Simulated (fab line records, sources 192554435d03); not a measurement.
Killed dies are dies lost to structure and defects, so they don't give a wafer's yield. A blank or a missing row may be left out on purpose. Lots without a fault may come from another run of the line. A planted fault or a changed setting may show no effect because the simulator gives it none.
fab line records | flow n5_finfet | part 2 of 2: steps 16 to 21 of 21
record lots=5 wafers=15 last_day=17
route steps=1938 shown FIN_SAQP@120
lots that met no fault: from a run of the same line without faults
start_h: hours from the record's first day to the start of the lot's first wafer shown | wait_h: hours since the lot's step before | " the same as in the row above | L1.1+2: a row that stands for several wafers | - no value, or no start given | * or withheld: withheld | < > ~ a bound
route shown NAME@n: a module of which the file shows steps, and the number in the route of the first | usual: mean/standard deviation of fault-free wafers | same: alike in all rows | chamber/n: place in a boat | sites: the reading at each site | _std_site: their standard deviation | _edge_site: outer sites' mean less inner sites' | radius_mm: how far each site lies from the wafer's centre | mask NAME#n: copy n | behind: the tool/chamber that last shaped the wafer | hold: why the lot was held/for how many hours/how that ended | device: the transistor (n, p or np) that didn't switch | end of line: the same wafers' tests at the end of the route | a step without rows: its recipe alone | killed: dies lost to structure and defects at the first sort, not the wafer's yield | map: a wafer's dies, x killed, . not, _ none there
set.NAME: the setting as run; set.NAME@STEP: as run at that earlier step | model.NAME: the simulator's own value behind a step, which no gauge read
lots at some steps of the route; a table a step, a row a wafer
services: from which hour (start_h, from the record's first day; less than 0 if before it) a tool's chamber was out of use, for how many hours, and why
## steps
# step N5_FIN_SAQP_ETCH_67
# recipe chemistry=CH3F/O2 target=SiNx target_depth_a=300 mask_material=SOC pressure_mtorr=30 source_w=395 bias_w=73 Ar_flow_sccm=150 CH3F_flow_sccm=30 O2_flow_sccm=20 ion_energy_ev=120
# usual drypump_motor_current_A=5.9/0.35 oes_product_au=0.78/0.085 rf_vpp_V=298/3.7 showerhead_plenum_p_Torr=2.03/0.06 throttle_valve_pct=16.41/0.26
# columns lot.wafer tool chamber start_h wait_h drypump_motor_current_A oes_product_au rf_hours_counter_h rf_vpp_V showerhead_plenum_p_Torr throttle_valve_pct
L077.3 rie_diel-05 2 44.93 0.0 5.5 0.98 2 305 2.04 16.12
L077.4 " 1 " " 5.5 0.75 - 305 2.08 16.36
L077.6 " 2 " " 5.5 0.98 - 305 2.04 16.15
L083.1 rie_diel-04 1 81.59 0.0 6.4 0.71 210 296 2.07 16.63
L083.2 " 0 " " 6.3 0.73 191 302 2.07 16.38
L083.6 " 3 " " 6.2 0.79 - 296 2.00 16.58
L085.1 rie_diel-04 3 91.95 0.0 6.2 0.78 146 297 2.00 16.58
L085.3 " 0 " " 6.3 0.73 195 303 2.06 16.40
L085.6 " 3 " " 6.2 0.78 - 295 2.00 16.58
L090.1 rie_diel-03 3 120.46 0.0 5.6 0.74 160 295 1.99 16.64
L090.2 " 2 " " 5.8 0.92 28 299 2.13 16.01
L090.5 " 3 " " 5.6 0.74 - 297 1.99 16.61
L093.1 rie_diel-04 0 139.33 0.0 6.3 0.71 214 302 2.06 16.43
L093.2 " 1 " " 6.4 0.68 232 296 2.06 16.68
L093.5 " 2 " " 6.1 0.76 - 299 1.99 16.67
# step N5_FIN_SAQP_STRIP_70
# recipe chemistry=N2/H2 power_w=500 temp_c=40 pressure_mtorr=50 rf_frequency_hz=6e+07 overash_fraction=0.3 bias_power_w=28 h2_frac=0.5 n2_flow_sccm=300 h2_flow_sccm=300
# usual bias_power_w=28.00/0.091 drypump_motor_current_A=5.9/0.35 n2_flow_sccm=300.1/0.9 oes_product_au=0.78/0.085 rf_vpp_V=122.1/0.98 showerhead_plenum_p_Torr=3.41/0.098 temp_c=39.99/0.11 throttle_valve_pct=19.0/0.36
# same overash_fraction=0.3
# columns lot.wafer tool chamber start_h wait_h bias_power_w drypump_motor_current_A n2_flow_sccm oes_product_au rf_hours_counter_h rf_vpp_V showerhead_plenum_p_Torr temp_c throttle_valve_pct
L077.3 rie_diel-05 2 44.97 0.0 27.99 5.5 301.2 0.98 2 123.5 3.43 39.89 18.7
L077.4 " 1 " " 27.99 5.5 299.2 0.75 - 122.1 3.51 39.78 19.0
L077.6 " 2 " " 27.84 5.5 302.3 0.98 - 122.5 3.43 39.98 18.7
L083.1 rie_diel-04 1 81.63 0.0 28.09 6.5 298.9 0.70 210 122.2 3.47 39.86 18.9
L083.2 " 0 " " 27.97 6.2 299.5 0.73 191 122.7 3.48 39.99 19.0
L083.6 " 3 " " 28.12 6.2 300.0 0.77 - 122.0 3.37 39.96 19.0
L085.1 rie_diel-04 3 91.99 0.0 27.90 6.3 299.3 0.77 146 121.1 3.36 39.91 19.0
L085.3 " 0 " " 28.05 6.3 301.8 0.74 195 122.8 3.48 40.01 19.0
L085.6 " 3 " " 28.01 6.3 301.3 0.78 - 120.7 3.36 40.11 19.0
L090.1 rie_diel-03 3 120.50 0.0 27.86 5.6 300.4 0.74 160 120.9 3.35 39.99 19.1
L090.2 " 2 " " 27.93 5.7 299.7 0.91 28 123.4 3.56 40.03 18.4
L090.5 " 3 " " 27.98 5.6 299.6 0.74 - 120.6 3.35 39.95 19.1
L093.1 rie_diel-04 0 139.37 0.0 27.98 6.3 299.5 0.72 214 122.9 3.47 40.00 19.0
L093.2 " 1 " " 27.88 6.4 301.1 0.69 232 122.0 3.45 39.81 18.9
L093.5 " 2 " " 27.96 6.1 300.2 0.77 - 121.7 3.37 40.24 19.7
# step N5_FIN_SAQP_RECESS_71
# recipe chemistry=HF/NH3 target=SiO2 target_depth_a=30 afs_cycles=1 temp_c=30 sublimation_temp_c=180 sublimation_time_s=60
# usual drypump_motor_current_A=5.3/0.35 temp_c=29.99/0.1
# columns lot.wafer tool chamber start_h wait_h drypump_motor_current_A temp_c
L077.3 vapor_etch-01 1 45.07 0.1 5.0 30.09
L077.4 " 0 " " 5.4 29.90
L077.6 " 0 " " 5.4 30.04
L083.1 vapor_etch-01 0 81.69 0.0 5.4 30.05
L083.2 " 1 " " 5.1 30.03
L083.6 " 0 " " 5.4 30.20
L085.1 vapor_etch-01 1 92.05 0.0 5.1 30.03
L085.3 " 1 " " 5.0 30.07
L085.6 " 1 " " 5.0 29.97
L090.1 vapor_etch-01 0 120.56 0.0 5.4 30.15
L090.2 " 1 " " 5.0 29.92
L090.5 " 0 " " 5.5 30.02
L093.1 vapor_etch-01 0 139.43 0.0 5.4 30.12
L093.2 " 1 " " 5.1 29.91
L093.5 " 0 " " 5.4 30.10
# step N5_FIN_SAQP_SPACER2_ALD_28
# recipe material=SiO2 target_thk_a=81 temp_c=300 ald_precursor_family=BDEAS ald_co_reactant=O2-plasma pulse_time_s=1 purge_time_s=2 co_reactant_purge_time_s=2 pressure_torr=2
# usual heater_power_w=461/43 precursor_pulse_height_rel=1.000/0.019
# columns lot.wafer tool chamber start_h wait_h heater_power_w precursor_pulse_height_rel
L077.3 ald_sin-02 3 45.17 0.1 501 1.012
L077.4 " 3 " " 497 0.985
L077.6 " 0 " " 504 0.995
L083.1 ald_sin-01 0 81.84 0.1 422 1.009
L083.2 " 2 " " 475 1.000
L083.6 " 1 " " 533 1.001
L085.1 ald_sin-04 0 92.19 0.1 376 0.996
L085.3 " 2 " " 449 0.960
L085.6 " 1 " " 452 1.033
L090.1 ald_sin-01 3 120.70 0.1 417 1.002
L090.2 " 2 " " 480 1.020
L090.5 " 3 " " 429 1.003
L093.1 ald_sin-02 1 140.41 0.9 452 1.016
L093.2 " 2 " " 477 0.987
L093.5 " 0 " " 508 0.999
# step N5_FIN_SAQP_SPACER2_ETCHBACK_29
# recipe chemistry=CHF3/O2 mode=anisotropic_etchback target=SiO2 target_depth_a=122 time_s=6.1 pressure_mtorr=30 source_w=650 bias_w=170 Ar_flow_sccm=200 CHF3_flow_sccm=50 O2_flow_sccm=5 ion_energy_ev=200
# usual drypump_motor_current_A=5.8/0.34 oes_product_au=0.79/0.089 rf_vpp_V=525/6.7 showerhead_plenum_p_Torr=2.44/0.078 throttle_valve_pct=18.89/0.29
# columns lot.wafer tool chamber start_h wait_h drypump_motor_current_A oes_product_au rf_hours_counter_h rf_vpp_V showerhead_plenum_p_Torr throttle_valve_pct
L077.3 rie_diel-04 1 45.50 0.2 6.4 0.71 196 522 2.49 19.13
L077.4 " 0 " " 6.3 0.74 178 532 2.49 18.88
L077.6 " 2 " " 6.1 0.79 - 527 2.41 19.18
L083.1 rie_diel-04 1 82.26 0.3 6.5 0.70 210 522 2.49 19.15
L083.2 " 2 " " 6.1 0.78 134 526 2.41 19.20
L083.6 " 0 " " 6.3 0.73 - 531 2.49 18.90
L085.1 rie_diel-03 1 92.53 0.2 5.4 0.77 135 517 2.32 18.44
L085.3 " 3 " " 5.5 0.74 158 523 2.40 19.18
L085.6 " 0 " " 5.7 0.70 - 533 2.48 19.15
L090.1 rie_diel-03 2 121.03 0.2 5.8 0.92 28 529 2.55 18.55
L090.2 " 1 " " 5.4 0.77 145 515 2.32 18.45
L090.5 " 3 " " 5.5 0.75 - 522 2.40 19.17
L093.1 rie_diel-03 2 140.74 0.2 5.8 0.90 35 525 2.55 18.55
L093.2 " 3 " " 5.5 0.73 167 524 2.40 19.19
L093.5 " 3 " " 5.6 0.73 - 523 2.40 19.18
# step N5_FIN_SAQP_MANDREL2_REMOVE_60
# recipe chemistry=HBr/Cl2/O2 bt_time_s=10 target=a-Si stop_on=SiNx endpoint=OES-SiCl over_etch_frac=1 icp_w=600 bias_w=22 HBr_flow_sccm=150 Cl2_flow_sccm=80 O2_flow_sccm=5 pressure_mtorr=10
# usual HBr_flow_sccm=150.1/0.45 drypump_motor_current_A=5.7/0.49 oes_product_au=1.001/0.018 throttle_valve_pct=36.8/0.3
# columns lot.wafer tool chamber start_h wait_h HBr_flow_sccm drypump_motor_current_A oes_product_au rf_hours_counter_h throttle_valve_pct
L077.3 rie_si-06 0 45.58 0.1 150.0 5.2 0.991 129 36.7
L077.4 " 2 " " 149.5 5.0 0.999 107 36.8
L077.6 " 2 " " 149.7 5.0 1.007 - 36.8
L083.1 rie_si-02 1 82.35 0.1 150.3 5.7 1.040 105 37.3
L083.2 " 0 " " 150.5 6.3 1.003 12 36.6
L083.6 " 3 " " 149.7 5.5 0.993 - 36.4
L085.1 rie_si-06 2 92.62 0.1 150.0 5.0 1.000 108 36.8
L085.3 " 1 " " 150.3 5.8 0.987 73 36.6
L085.6 " 1 " " 150.7 5.8 0.981 - 36.6
L090.1 rie_si-06 0 121.12 0.1 150.1 5.2 0.992 130 36.7
L090.2 " 3 " " 150.3 5.9 0.992 131 37.2
L090.5 " 3 " " 149.9 6.0 1.004 - 37.2
L093.1 rie_si-01 3 140.82 0.1 150.0 6.3 0.989 192 36.5
L093.2 " 1 " " 148.9 6.7 0.984 185 37.3
L093.5 " 0 " " 150.0 5.5 1.027 - 37.0
## services
# columns tool chamber start_h hours kind
rie_diel-03 2 22.81 - clean
rie_diel-03 2 22.81 - consumable_replace:focus_ring
rie_diel-03 2 22.81 - consumable_replace:showerhead
rie_diel-03 2 22.81 13.2 scheduled_down
rie_diel-03 2 22.81 13.2 vent_cycle
rie_diel-05 2 27.22 - clean
rie_diel-05 2 27.22 - consumable_replace:focus_ring
rie_diel-05 2 27.22 13.3 scheduled_down
rie_diel-05 2 27.22 13.3 vent_cycle
rie_si-01 - 36.94 1.2 repair
rie_diel-05 0 40.64 - clean
ald_sin-02 1 41.32 14.1 repair
wet_bench-05 - 47.45 4.0 repair
rie_diel-05 3 55.27 10.0 repair
rie_diel-04 2 65.79 6.7 repair
rie_diel-03 3 95.34 22.6 repair
rie_diel-03 0 103.91 18.7 repair
rie_si-02 1 105.25 3.5 repair
rie_diel-03 - 112.50 2.8 repair
rie_diel-04 2 116.92 6.0 repair
rie_si-02 - 130.37 0.6 repair
rie_si-01 2 135.43 9.0 repair
ald_sin-01 - 136.65 28.1 pm
rie_si-02 - 137.97 0.2 repair
